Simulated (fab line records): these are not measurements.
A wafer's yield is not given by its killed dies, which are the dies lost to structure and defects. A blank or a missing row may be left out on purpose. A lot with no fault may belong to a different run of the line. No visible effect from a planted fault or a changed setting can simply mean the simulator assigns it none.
Which tool did it? ; flow nand_harc ; Sampling: 24 lots, 72 wafers, 2 of 1159 route steps

## WHAT THE GAUGES SHOWED, per wafer
NHARC_P_BONDPAD_THK_MEAS_20: measures by xrf. Usual: thk_nm at 160.6 nm, with a standard deviation of 1.5.
lot;measured;on;thk_nm (nm);flag
L075;day 6 14:59;film_metro-01;161.5 160.6 160.4;
L074;day 6 15:14;film_metro-02;160.7 160.5 159.7;
L076;day 7 01:23;film_metro-02;161.4 161.0 163.3;
L077;day 7 02:21;film_metro-01;159.7 161.7 161.1;
L078;day 7 11:58;film_metro-01;159.0 160.2 162.3;
L079;day 7 18:18;film_metro-02;161.8 158.5 159.5;
L080;day 8 00:25;film_metro-01;161.7 158.3 161.3;
L081;day 8 03:49;film_metro-01;161.4 159.1 162.0;
L082;day 8 12:35;film_metro-02;164.2 163.0 161.4;
L083;day 8 16:37;film_metro-01;160.9 160.5 160.8;
L084;day 9 09:58;film_metro-02;160.2 159.8 160.7;
L087;day 9 13:01;film_metro-02;161.3 161.2 161.1;
L085;day 9 14:41;film_metro-02;163.4 161.2 162.8;
L086;day 9 20:15;film_metro-01;160.6 163.4 160.0;
L088;day 9 21:35;film_metro-02;163.1 161.7 162.6;
L089;day 10 04:41;film_metro-01;159.3 159.1 156.4;
L090;day 10 16:31;film_metro-02;161.9 160.3 162.5;
L091;day 10 20:29;film_metro-02;158.4 158.7 160.3;
L092;day 10 23:23;film_metro-02;162.1 160.0 162.1;
L093;day 11 02:37;film_metro-01;157.9 159.7 160.4;
L094;day 11 11:12;film_metro-01;157.9 161.3 159.6;
L095;day 11 11:52;film_metro-01;161.6 162.0 161.7;
L096;day 12 01:13;film_metro-01;161.1 162.2 161.5;
L097;day 12 11:19;film_metro-02;162.2 158.6 158.9;

## TOOL THAT RAN EACH LOT (tool first, then ch and the chambers of the sampled wafers, then the start)
lot;NHARC_P_BONDPAD_PVD_17
L075;pvd_sputter-03, day 6 14:59 or earlier
L074;pvd_sputter-01, day 6 15:14 or earlier
L076;pvd_sputter-01, day 7 01:23 or earlier
L077;pvd_sputter-01, day 7 02:21 or earlier
L078;pvd_sputter-03, day 7 11:58 or earlier
L079;pvd_sputter-03, day 7 18:18 or earlier
L080;pvd_sputter-02, day 8 00:25 or earlier
L081;pvd_sputter-01, day 8 03:49 or earlier
L082;pvd_sputter-02, day 8 12:35 or earlier
L083;pvd_sputter-03, day 8 16:37 or earlier
L084;pvd_sputter-03, day 9 09:58 or earlier
L087;pvd_sputter-01, day 9 13:01 or earlier
L085;pvd_sputter-03, day 9 14:41 or earlier
L086;pvd_sputter-01, day 9 20:15 or earlier
L088;pvd_sputter-02, day 9 21:35 or earlier
L089;pvd_sputter-03, day 10 04:41 or earlier
L090;pvd_sputter-03, day 10 16:31 or earlier
L091;pvd_sputter-02, day 10 20:29 or earlier
L092;pvd_sputter-03, day 10 23:23 or earlier
L093;pvd_sputter-01, day 11 02:37 or earlier
L094;pvd_sputter-01, day 11 11:12 or earlier
L095;pvd_sputter-03, day 11 11:52 or earlier
L096;pvd_sputter-03, day 12 01:13 or earlier
L097;pvd_sputter-02, day 12 11:19 or earlier
- NHARC_P_BONDPAD_PVD_17: deposits TaN, target thk 5 nm, time 8.06 s.

## WHAT THE TOOLS THEMSELVES READ (means of the sampled wafers that have a number; where no wafer has one, the mark that the record gives instead)
NHARC_P_BONDPAD_PVD_17. Usual: throttle_valve_pct at 29.8 %, with a standard deviation of 1.1.
lot;tool;throttle_valve_pct (%);flag
L075;pvd_sputter-03;29.9;
L074;pvd_sputter-01;29.8;
L076;pvd_sputter-01;30.4;
L077;pvd_sputter-01;29.9;
L078;pvd_sputter-03;28.9;
L079;pvd_sputter-03;29.8;
L080;pvd_sputter-02;30.5;
L081;pvd_sputter-01;30.4;
L082;pvd_sputter-02;30.5;
L083;pvd_sputter-03;29.3;
L084;pvd_sputter-03;28.4;
L087;pvd_sputter-01;30.0;
L085;pvd_sputter-03;29.3;
L086;pvd_sputter-01;30.3;
L088;pvd_sputter-02;31.7;
L089;pvd_sputter-03;28.5;
L090;pvd_sputter-03;28.9;
L091;pvd_sputter-02;29.6;
L092;pvd_sputter-03;29.0;
L093;pvd_sputter-01;30.3;
L094;pvd_sputter-01;30.4;
L095;pvd_sputter-03;29.1;
L096;pvd_sputter-03;28.9;
L097;pvd_sputter-02;30.7;

## THE ANSWER, worked out from the rows above alone
Rule: lot off if the mean of its wafers having a number is beyond 3 standard deviations from the usual mean. A lot without any number at a reading at which 4 lots or more have one is off too. All remaining lots with rows at the step are treated as sound. First the gauges in route order, then the tools' own readings, where a lot's mean is used as printed above. The first step at which some lot is off is used, and at that step the reading that is off furthest; a lot without a number counts as furthest.
Across all readings shown, no lot is off: no conclusion can be drawn from this.

## WHAT THE SIMULATOR HAD INSERTED
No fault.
